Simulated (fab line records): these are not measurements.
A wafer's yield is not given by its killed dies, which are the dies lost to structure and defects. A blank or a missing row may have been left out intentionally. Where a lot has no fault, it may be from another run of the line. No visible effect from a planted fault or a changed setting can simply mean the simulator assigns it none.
fab line records | flow nand-harc
[record] lots = 7 wafers = 21 last-day = 24
route steps=1159 shown A_BLC@989 A_M0@994 END@1159
lots that met no fault: taken from a fault-free run of the same line
start-h: hours from the record's first day to the start of the lot's first wafer shown | wait-h: time in hours since the lot's previous step | " the same as in the row above | L1.1+2: several wafers, shown together as one row | - no value, or no start was given | * or withheld: withheld | < > ~ a bound
route shown NAME@n: NAME is a module with steps in the file, n the number in the route of the first one | usual: mean and standard deviation over wafers with no fault | same: alike in all rows | chamber/n: place in a boat | sites: per-site readings | _std_site: their standard deviation | _edge_site: inner sites' mean taken away from outer sites' mean | radius-mm: how far each site lies from the wafer's centre | mask NAME#n: copy n | behind: the last tool/chamber to shape the wafer | hold: reason for holding the lot/hours on hold/outcome of the hold | device: names the non-switching transistor (n, p or np) | end of line: the route-end tests of the same wafers | a step with no rows: only its recipe | killed: dies lost to structure and defects at the first sort, not the wafer's yield | map: a wafer's dies, x killed, . not, _ none there
set.NAME: the setting that was run; set.NAME@STEP: the one run at that earlier step | model.NAME: the simulator's own value behind a step, which no gauge read
certain route steps with their lots: each step a table, each wafer a row
services: the hour from which a tool's chamber was out of use, counted from the record's first day as start-h (under 0 if before that day), plus the number of hours and why
[[steps]]
[step NHARC_A_BLC_CVD_24]
[recipe] target-thk-a = 1500 temp-c = 300 pressure-torr = 40 wf6-flow-sccm = 40 h2-flow-sccm = 1600 ar-flow-sccm = 1560 time-s = 434 material = W
[usual] heater-power-w = 434/51 throttle-valve-pct = 8.11/0.26
// columns lot.wafer tool chamber start-h wait-h heater-power-w throttle-valve-pct
L183.3 cvd-w-02 1 - - 371 8.43
L183.4 " 0 " " 484 7.79
L183.6 " 0 " " 482 7.85
L184.1 cvd-w-02 1 - - 364 8.53
L184.2 " 0 " " 488 7.97
L184.6 " 1 " " 377 8.27
L192.2 cvd-w-01 1 - - 454 7.91
L192.6 " 0 " " 442 8.24
L192.5 " 1 " " 457 7.96
L195.1 cvd-w-02 1 - - 387 8.54
L195.3 " 1 " " 377 8.38
L195.4 " 0 " " 490 7.77
L196.2 cvd-w-02 0 - - 490 8.09
L196.3 " 0 " " 485 7.91
L196.6 " 1 " " 376 8.41
L199.3 cvd-w-01 0 - - 445 7.79
L199.6 " 0 " " 440 7.96
L199.5 " 1 " " 458 8.15
L203.2 cvd-w-02 1 - - 376 8.37
L203.3 " 0 " " 484 8.17
L203.6 " 1 " " 365 8.47
[step NHARC_A_BLC_CMP_25]
[recipe] t-overpolish-s = 30 target-thk-nm = 150
[usual] edge-zone-pressure-frac = 1.001/0.0048 motor-current-A = 11.8/1.3 overpolish-run-s = 29.999/0.0095 time-to-endpoint-s = 29.5/2
// columns lot.wafer tool chamber start-h wait-h edge-zone-pressure-frac motor-current-A overpolish-run-s time-to-endpoint-s
L183.4 cmp-04 1 404.59 0.3 1.005 10.3 30.000 29.1
L183.3 " 2 " " 0.999 11.7 30.007 28.5
L183.6 " 1 " " 1.009 10.6 30.008 28.5
L184.2 cmp-02 2 405.08 0.4 1.008 13.0 30.007 28.2
L184.1 " 0 " " 1.002 9.4 30.014 27.1
L184.6 " 2 " " 1.007 13.6 29.989 28.3
L192.2 cmp-04 2 461.73 0.5 1.005 11.5 29.997 33.6
L192.6 " 3 " " 1.004 11.5 29.993 37.0
L192.5 " 0 " " 1.005 12.8 30.003 33.0
L195.3 cmp-02 0 480.90 0.3 0.996 10.2 30.006 27.8
L195.4 " 2 " " 0.999 13.6 29.999 26.8
L195.1 " 3 " " 0.999 12.6 29.999 29.3
L196.2 cmp-01 2 495.74 0.5 0.993 12.2 29.987 28.3
L196.3 " 1 " " 0.999 12.1 30.003 29.1
L196.6 " 2 " " 0.998 12.1 29.990 30.3
L199.3 cmp-02 0 500.14 0.4 1.000 10.0 30.010 32.1
L199.6 " 1 " " 0.998 10.9 30.007 29.2
L199.5 " 2 " " 1.005 12.9 30.003 27.9
L203.3 cmp-04 2 525.03 0.3 0.996 11.6 30.002 27.4
L203.2 " 0 " " 0.997 12.7 29.998 28.0
L203.6 " 2 " " 1.007 10.8 29.992 30.7
[step NHARC_A_BLC_SRD_27]
[step NHARC_A_BLC_INSPECT_28]
[usual] raw-defect-count = 410/91
// columns lot.wafer tool chamber start-h wait-h raw-defect-count
L183.3 defect-inspect-01 - 404.98 0.1 243
L183.4 " - " " 394
L183.6 " - " " 376
L184.1 defect-inspect-01 - 405.47 0.1 327
L184.2 " - " " 403
L184.6 " - " " 404
L192.2 defect-inspect-02 - 462.06 0.1 300
L192.5 " - " " 356
L192.6 " - " " 339
L195.1 defect-inspect-02 - 481.31 0.1 396
L195.3 " - " " 330
L195.4 " - " " 353
L196.2 defect-inspect-02 - 496.15 0.1 406
L196.3 " - " " 357
L196.6 " - " " 377
L199.3 defect-inspect-01 - 500.47 0.1 366
L199.5 " - " " 525
L199.6 " - " " 651
L203.2 defect-inspect-01 - 525.41 0.1 277
L203.3 " - " " 303
L203.6 " - " " 386
[step NHARC_A_M0_DEP_00]
[recipe] target-thk-a = 1500 target-thk-nm = 150 temp-c = withheld pressure-torr = 5 flow-sccm = 200 rf-w = 600 material = SiOC
[step NHARC_A_M0_DEHYDRATE_01]
[recipe] temp-c = 150 time-s = 120
[step NHARC_A_M0_HMDS_02]
[recipe] time-s = 30
[step NHARC_A_M0_COAT_33]
[recipe] temp-c = 200 time-s = 65
[step NHARC_A_M0_COAT_03]
[recipe] spin-rpm = 1500 resist-thk-nm = 90
[step NHARC_A_M0_SOFTBAKE_04]
[recipe] temp-c = 105 time-s = 55
[step NHARC_A_M0_EBR_05]
[step NHARC_A_M0_EXPOSE_06]
[recipe] na = 1.35 target-cd-nm = 80 dose-mj = 83.25 mask-id = A_M0
[usual] exposure-dose-mJ-cm2 = 83.24/0.086 reticle-temp-C = 23.01/0.1
[same] na = 1.35
// columns lot.wafer tool chamber start-h wait-h mask exposure-dose-mJ-cm2 reticle-temp-C
L183.3 arfi-scanner-02 0 405.65 - A_M0#0 83.21 23.07
L183.4 " 0 " " A_M0#0 83.24 23.01
L183.6 " 0 " " A_M0#0 83.15 23.15
L184.1 arfi-scanner-03 0 406.26 - A_M0#0 83.33 23.03
L184.2 " 0 " " A_M0#0 83.32 22.94
L184.6 " 0 " " A_M0#0 83.32 22.97
L192.2 arfi-scanner-02 0 462.83 - A_M0#0 78.50 23.17
L192.5 " 0 " " A_M0#0 78.56 23.11
L192.6 " 0 " " A_M0#0 78.55 23.19
L195.1 arfi-scanner-02 0 482.41 - A_M0#0 79.59 23.06
L195.3 " 0 " " A_M0#0 79.55 23.02
L195.4 " 0 " " A_M0#0 79.59 23.05
L196.2 arfi-scanner-02 0 496.79 - A_M0#0 81.38 22.91
L196.3 " 0 " " A_M0#0 81.27 23.04
L196.6 " 0 " " A_M0#0 81.36 22.78
L199.3 arfi-scanner-01 0 501.24 - A_M0#0 83.21 22.93
L199.5 " 0 " " A_M0#0 83.17 22.91
L199.6 " 0 " " A_M0#0 83.17 22.92
L203.2 arfi-scanner-01 0 526.53 - A_M0#0 83.18 23.03
L203.3 " 0 " " A_M0#0 83.29 23.09
L203.6 " 0 " " A_M0#0 83.10 23.01
[step NHARC_A_M0_PEB_07]
[recipe] peb-temp-c = 100 peb-time-s = 65
[step NHARC_A_M0_DEVELOP_08]
[recipe] develop-time-s = 35 dev-temp-c = 23
[step NHARC_A_M0_CD_MEAS_09]
[recipe] target-cd-nm = 80 landing-energy-ev = 500
[usual] cd-nm = 80.0/0.51
// columns lot.wafer tool chamber start-h wait-h cd-nm
L183.3 cd-sem-03 0 405.79 - 79.0
L183.4 " 0 " " 79.6
L183.6 " 0 " " 80.2
L184.1 cd-sem-01 0 406.40 - 80.9
L184.2 " 0 " " 80.1
L184.6 " 0 " " 80.4
L192.2 cd-sem-03 0 462.97 - 76.1
L192.5 " 0 " " 76.5
L192.6 " 0 " " 76.7
L195.1 cd-sem-01 0 482.55 - 77.4
L195.3 " 0 " " 77.7
L195.4 " 0 " " 77.7
L196.2 cd-sem-03 0 496.93 - 78.2
L196.3 " 0 " " 78.2
L196.6 " 0 " " 77.1
L199.3 cd-sem-02 0 501.38 - 80.9
L199.5 " 0 " " 80.1
L199.6 " 0 " " 80.1
L203.2 cd-sem-02 0 526.67 - 80.4
L203.3 " 0 " " 80.4
L203.6 " 0 " " 80.0
[step NHARC_A_M0_OVL_MEAS_10]
[recipe] pitch-nm = 160
[usual] overlay-x-nm = 0.1/0.85 overlay-y-nm = 0.3/0.88
// columns lot.wafer tool chamber start-h wait-h overlay-x-nm overlay-y-nm
L183.3 overlay-02 - 405.87 - -0.6 -0.8
L183.4 " - " " -0.6 -0.6
L183.6 " - " " -0.6 -0.5
L184.1 overlay-01 - 406.48 - 0.3 1.4
L184.2 " - " " 0.3 1.0
L184.6 " - " " 0.2 1.6
L192.2 overlay-02 - 463.05 - 0.0 0.4
L192.5 " - " " -0.9 0.7
L192.6 " - " " -0.6 0.5
L195.1 overlay-01 - 482.64 - -1.5 1.6
L195.3 " - " " -1.5 1.8
L195.4 " - " " -1.6 1.4
L196.2 overlay-02 - 497.01 - 1.2 2.0
L196.3 " - " " 1.6 1.5
L196.6 " - " " 1.1 1.5
L199.3 overlay-02 - 501.46 - 0.2 -0.7
L199.5 " - " " -0.5 -1.1
L199.6 " - " " -0.3 -1.3
L203.2 overlay-02 - 526.76 - 1.7 0.7
L203.3 " - " " 1.2 0.3
L203.6 " - " " 1.3 -0.1
[step NHARC_A_M0_INSPECT_11]
[usual] raw-defect-count = 30/12
// columns lot.wafer tool chamber start-h wait-h raw-defect-count
L183.3 defect-inspect-01 - 405.91 0.0 19
L183.4 " - " " 17
L183.6 " - " " 12
L184.1 defect-inspect-02 - 406.52 0.0 4
L184.2 " - " " 19
L184.6 " - " " 11
L192.2 defect-inspect-01 - 463.09 0.0 25
L192.5 " - " " 31
L192.6 " - " " 28
L195.1 defect-inspect-01 - 482.68 0.0 24
L195.3 " - " " 34
L195.4 " - " " 33
L196.2 defect-inspect-01 - 497.05 0.0 45
L196.3 " - " " 29
L196.6 " - " " 42
L199.3 defect-inspect-01 - 501.51 0.1 27
L199.5 " - " " 23
L199.6 " - " " 17
L203.2 defect-inspect-01 - 526.79 0.0 27
L203.3 " - " " 25
L203.6 " - " " 26
[step NHARC_A_M0_DESCUM_14]
[recipe] time-s = 3 o2-flow-sccm = 200 ar-flow-sccm = 0 bias-power-w = 0 chemistry = O2
[usual] drypump-motor-current-A = 5.8/0.59 oes-product-au = 1.000/0.0076 rf-vpp-V = 57.6/0.95 showerhead-plenum-p-Torr = 1.89/0.084 throttle-valve-pct = 11.310/0.0092
// columns lot.wafer tool chamber start-h wait-h drypump-motor-current-A oes-product-au rf-hours-counter-h rf-vpp-V showerhead-plenum-p-Torr throttle-valve-pct model.A_M0.cd-nm
L183.3 rie-diel-02 3 405.97 0.1 5.2 0.990 6 56.4 1.81 11.307 79.41
L183.4 " 1 " " 5.6 0.989 5 56.6 1.84 11.305 79.51
L183.6 " 0 " " 5.6 0.993 - 56.0 1.91 11.310 79.68
L184.1 rie-diel-09 1 406.60 0.1 5.6 1.004 9 57.8 1.82 11.321 80.82
L184.2 " 2 " " 4.9 0.998 12 58.7 1.83 11.306 80.09
L184.6 " 3 " " 6.7 1.007 - 58.7 2.02 11.315 80.63
L192.2 rie-diel-02 0 463.15 0.1 5.6 0.991 10 57.5 1.91 11.299 76.3
L192.5 " 0 " " 5.6 1.007 - 55.9 1.91 11.322 76.85
L192.6 " 1 " " 5.6 0.990 - 57.2 1.83 11.307 76.78
L195.3 rie-diel-09 1 482.75 0.1 5.6 1.004 4 57.3 1.82 11.322 77.85
L195.1 " 3 " " 6.6 1.013 3 57.4 2.02 11.297 77.71
L195.4 " 3 " " 6.7 1.008 - 58.1 2.02 11.326 77.74
L196.2 rie-diel-05 2 497.11 0.1 6.5 1.006 10 58.4 1.87 11.307 78.59
L196.3 " 1 " " 5.1 1.007 9 58.2 1.81 11.311 78.13
L196.6 " 3 " " 6.1 0.994 - 57.7 1.98 11.309 77.49
L199.3 rie-diel-05 0 501.58 0.1 6.4 1.006 10 56.6 1.81 11.307 80.88
L199.6 " 0 " " 6.4 1.014 - 58.4 1.81 11.302 80.22
L199.5 " 1 " " 5.1 1.010 - 56.9 1.81 11.313 80.31
L203.2 rie-diel-09 2 526.86 0.1 4.9 0.991 5 57.6 1.82 11.325 80.42
L203.3 " 3 " " 6.6 1.011 7 59.2 2.02 11.295 80.12
L203.6 " 3 " " 6.7 1.004 - 56.8 2.02 11.310 80.09
[step NHARC_A_M0_ETCH_34]
[recipe] target-depth-a = 400 overetch-a = 120 time-s = 43.94 ion-energy-ev = 200 n2-flow-sccm = 150 h2-flow-sccm = 150 ar-flow-sccm = 0 rf-w = 400 bias-w = 150 chemistry = N2/H2
[usual] drypump-motor-current-A = 5.8/0.59 oes-product-au = 1.000/0.0077 rf-vpp-V = 429.8/2.5 showerhead-plenum-p-Torr = 2.01/0.09 throttle-valve-pct = 14.172/0.0088
// columns lot.wafer tool chamber start-h wait-h drypump-motor-current-A oes-product-au rf-hours-counter-h rf-vpp-V showerhead-plenum-p-Torr throttle-valve-pct
L183.4 rie-diel-02 2 406.07 0.1 5.4 1.005 6 433.0 2.12 14.176
L183.3 " 3 " " 5.1 0.996 6 427.0 1.92 14.161
L183.6 " 0 " " 5.6 1.003 - 430.5 2.04 14.172
L184.1 rie-diel-09 0 406.68 0.1 5.4 1.007 11 432.7 2.15 14.178
L184.2 " 1 " " 5.6 1.005 9 428.7 1.94 14.156
L184.6 " 2 " " 5.0 1.012 - 428.2 1.94 14.170
L192.2 rie-diel-02 2 463.25 0.1 5.5 1.010 11 432.6 2.12 14.179
L192.5 " 0 " " 5.6 0.996 - 431.1 2.03 14.168
L192.6 " 1 " " 5.6 1.007 - 427.5 1.95 14.183
L195.1 rie-diel-09 1 482.84 0.1 5.6 0.989 4 427.5 1.94 14.178
L195.3 " 3 " " 6.7 0.997 3 432.2 2.15 14.182
L195.4 " 0 " " 5.5 1.001 - 435.1 2.15 14.186
L196.2 rie-diel-05 2 497.20 0.1 6.5 1.001 10 428.8 2.00 14.159
L196.3 " 0 " " 6.4 1.010 9 426.5 1.93 14.185
L196.6 " 1 " " 5.1 1.011 - 428.7 1.93 14.168
L199.3 rie-diel-05 2 501.66 0.1 6.5 0.998 10 430.1 2.00 14.187
L199.5 " 2 " " 6.5 1.003 - 429.9 2.00 14.175
L199.6 " 3 " " 6.1 1.000 - 432.2 2.11 14.166
L203.3 rie-diel-09 0 526.95 0.1 5.4 0.998 7 433.7 2.15 14.172
L203.2 " 2 " " 4.9 1.002 5 427.6 1.94 14.175
L203.6 " 3 " " 6.6 1.004 - 433.3 2.15 14.169
[step NHARC_A_M0_ETCH_15]
[recipe] target-depth-a = 1500 overetch-a = 150 time-s = 82.5 c4f8-flow-sccm = withheld ar-flow-sccm = 400 rf-w = 600 bias-w = 300 chemistry = C4F8/Ar
[usual] oes-product-au = 0.954/0.021 rf-vpp-V = 439.9/2.7
// columns lot.wafer tool chamber start-h wait-h oes-product-au rf-hours-counter-h rf-vpp-V model.A_M0.cd-nm
L183.3 rie-diel-02 1 - - 0.973 5 438.4 79.47
L183.4 " 3 " " 0.946 6 437.9 79.63
L183.6 " 2 " " 0.972 - 442.3 79.55
L184.1 rie-diel-09 0 - - 0.968 11 445.0 80.37
L184.2 " 1 " " 0.968 9 439.0 79.96
L184.6 " 3 " " 0.961 - 444.7 80.24
L192.2 rie-diel-02 0 - - 0.954 10 442.0 76.66
L192.5 " 0 " " 0.962 - 441.6 76.58
L192.6 " 1 " " 0.945 - 438.6 76.96
L195.1 rie-diel-09 3 - - 0.965 3 444.1 77.88
L195.3 " 0 " " 0.961 3 444.8 77.46
L195.4 " 1 " " 0.962 - 437.6 77.57
L196.2 rie-diel-05 3 - - 0.924 10 443.8 78.51
L196.3 " 0 " " 0.926 9 438.1 77.9
L196.6 " 3 " " 0.925 - 443.1 77.64
L199.3 rie-diel-05 0 - - 0.930 10 437.1 81.11
L199.6 " 0 " " 0.947 - 437.0 79.89
L199.5 " 1 " " 0.934 - 438.0 80.41
L203.3 rie-diel-09 1 - - 0.974 7 436.4 80.19
L203.2 " 2 " " 0.961 5 438.2 80.21
L203.6 " 1 " " 0.978 - 437.2 79.74
[step NHARC_A_M0_CD_MEAS_16]
[usual] cd-nm = 80.0/0.63
// columns lot.wafer tool chamber start-h wait-h cd-nm
L183.3 cd-sem-02 - 406.28 - 79.9
L183.4 " - " " 79.4
L183.6 " - " " 79.8
L184.1 cd-sem-03 - 406.89 - 80.5
L184.2 " - " " 80.2
L184.6 " - " " 80.3
L192.2 cd-sem-02 - 463.45 - 76.4
L192.5 " - " " 76.7
L192.6 " - " " 76.9
L195.1 cd-sem-03 - 483.08 - 77.7
L195.3 " - " " 77.4
L195.4 " - " " 77.7
L196.2 cd-sem-03 - 497.41 - 78.6
L196.3 " - " " 78.1
L196.6 " - " " 77.9
L199.3 cd-sem-01 - 501.89 - 81.2
L199.5 " - " " 80.2
L199.6 " - " " 80.3
L203.2 cd-sem-01 - 527.16 - 80.1
L203.3 " - " " 80.0
L203.6 " - " " 79.9
[step NHARC_END_SORT_01]
[recipe] temp-c = 25
[usual] defect-limited-yield = 95.2/1.6 killed-at-array = 28/11 killed-at-other = 0.8/1.3 killed-at-periphery = 3.6/2.5 killed-dies = 32/11 killed-open = 3.0/1.8 killed-short = 2.0/1.5 sort_bin_2_pct = 1.5/0.66 sort_bin_3_pct = 0.25/0.23 sort_bin_4_pct = 3.0/1.1 sort-n-pass = 645/11 sort-rim-yield-pct = 96.0/2.9 sort-yield-pct = 95.2/1.6
[same] gross-dies = 677 sort_bin_5_pct[%] = 0 sort_bin_6_pct[%] = 0 sort_bin_7_pct[%] = 0 sort_bin_8_pct[%] = 0 sort-rim-n-gross = 106.00
// columns lot.wafer tool chamber start-h wait-h defect-limited-yield[%] killed-at-array killed-at-other killed-at-periphery killed-dies killed-open killed-short sort_bin_2_pct[%] sort_bin_3_pct[%] sort_bin_4_pct[%] sort-n-pass sort-rim-yield-pct[%] sort-yield-pct[%]
L192.2 prober-01 0 509.49 2.8 96.6 19 1 3 23 1 1 1.2 0 2.2 654 92.5 96.6
L192.5 prober-01 0 511.89 3.7 95.3 31 1 0 32 4 1 1.0 1.03 2.7 645 95.3 95.3
L192.6 prober-01 0 512.69 4.0 96.6 18 0 5 23 3 0 1.3 0.30 1.8 654 90.6 96.6
// killed by level:class
L192.2 A_CHANNEL_HOLE_D1:chamber-film-flake=12 P_BONDPAD:chamber-film-flake=2 A_STAIRCASE:chamber-film-flake=2 A_WL_FILL:chamber-film-flake=2 A_SGD_CUT:geometric-particle:open=1 A_WL_FILL:geometric-particle:short=1 P_M0:chamber-film-flake=1 A_CONTACT:chamber-film-flake=1
L192.5 A_CHANNEL_HOLE_D1:chamber-film-flake=15 A_STAIRCASE:chamber-film-flake=5 A_CONTACT:chamber-film-flake=4 A_WL_FILL:chamber-film-flake=2 A_CHANNEL_FILL_D1:geometric-particle:short=1 A_WL_FILL:geometric-particle:open=1 A_CONTACT:geometric-particle:open=1 A_M0:geometric-particle:open=1
L192.6 A_STAIRCASE:chamber-film-flake=8 A_CHANNEL_HOLE_D1:chamber-film-flake=6 A_WL_FILL:chamber-film-flake=2 P_CONTACT:geometric-particle:open=1 P_M0:geometric-particle:open=1 A_WL_FILL:geometric-particle:open=1 P_STI:chamber-film-flake=1 P_M0:chamber-film-flake=1
[[services]]
// columns tool chamber start-h hours kind
rie-diel-02 0 382.63 3.9 repair
cmp-04 - 399.29 4.0 pm
cmp-04 - 411.00 3.1 repair
arfi-scanner-02 - 412.10 0.3 repair
arfi-scanner-02 - 420.94 1.4 repair
cmp-02 - 424.13 4.0 pm
arfi-scanner-02 - 428.01 4.0 pm
rie-diel-09 3 428.29 8.4 repair
rie-diel-09 - 431.13 9.0 pm
rie-diel-02 3 443.73 3.5 repair
arfi-scanner-02 - 461.80 0.7 repair
rie-diel-02 3 464.89 3.5 repair
rie-diel-02 2 465.09 38.5 repair
cmp-02 - 466.07 0.6 repair
rie-diel-09 2 467.11 20.8 repair
cvd-w-01 - 477.80 13.0 pm
arfi-scanner-02 - 488.26 1.9 repair
arfi-scanner-01 - 489.34 8.3 repair
arfi-scanner-02 - 492.51 0.9 repair
cmp-04 - 497.29 4.0 pm
cmp-04 - 502.90 1.0 repair
rie-diel-02 - 504.70 9.0 pm
cmp-02 - 515.76 2.2 repair
rie-diel-05 - 517.60 9.0 pm
[[key]]
[first-sign] step = NHARC_A_M0_EXPOSE_06 reading = exposure-dose-mJ-cm2 direction = down sigmas = 40 usual = 83.24 struck = 79.82
[effect] step = NHARC_A_M0_CD_MEAS_09 reading = cd-nm direction = down sigmas = 5.3 usual = 80.0 struck = 77.3 through = control-loop
[effect] step = NHARC_A_M0_CD_MEAS_16 reading = cd-nm direction = down sigmas = 3.9 usual = 80.0 struck = 77.5 through = control-loop
[model-effect] step = NHARC_A_M0_DESCUM_14 value = A_M0.cd-nm without = 80.28 struck = 77.49
[model-effect] step = NHARC_A_M0_ETCH_15 value = A_M0.cd-nm without = 80.25 struck = 77.46
met-at NHARC_A_M0_EXPOSE_06
struck-wafers L192.2,L192.5,L192.6,L195.1,L195.3,L195.4,L196.2,L196.3,L196.6
[loop-trim] step = NHARC_A_M0_EXPOSE_06 setting = dose lots = L195,L196
onset-between 405.65 462.83
[fault] kind = process-parameter-drift tool = arfi-scanner-02 chamber = - onset-h = 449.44 steps = NHARC_A_M0_EXPOSE_06 channel = dose-mj offset = -4.7029 shape = step acts-in = these-recipes-only stated = 83.25
// loop-trim: a control loop set the setting to another value than it would have without faults
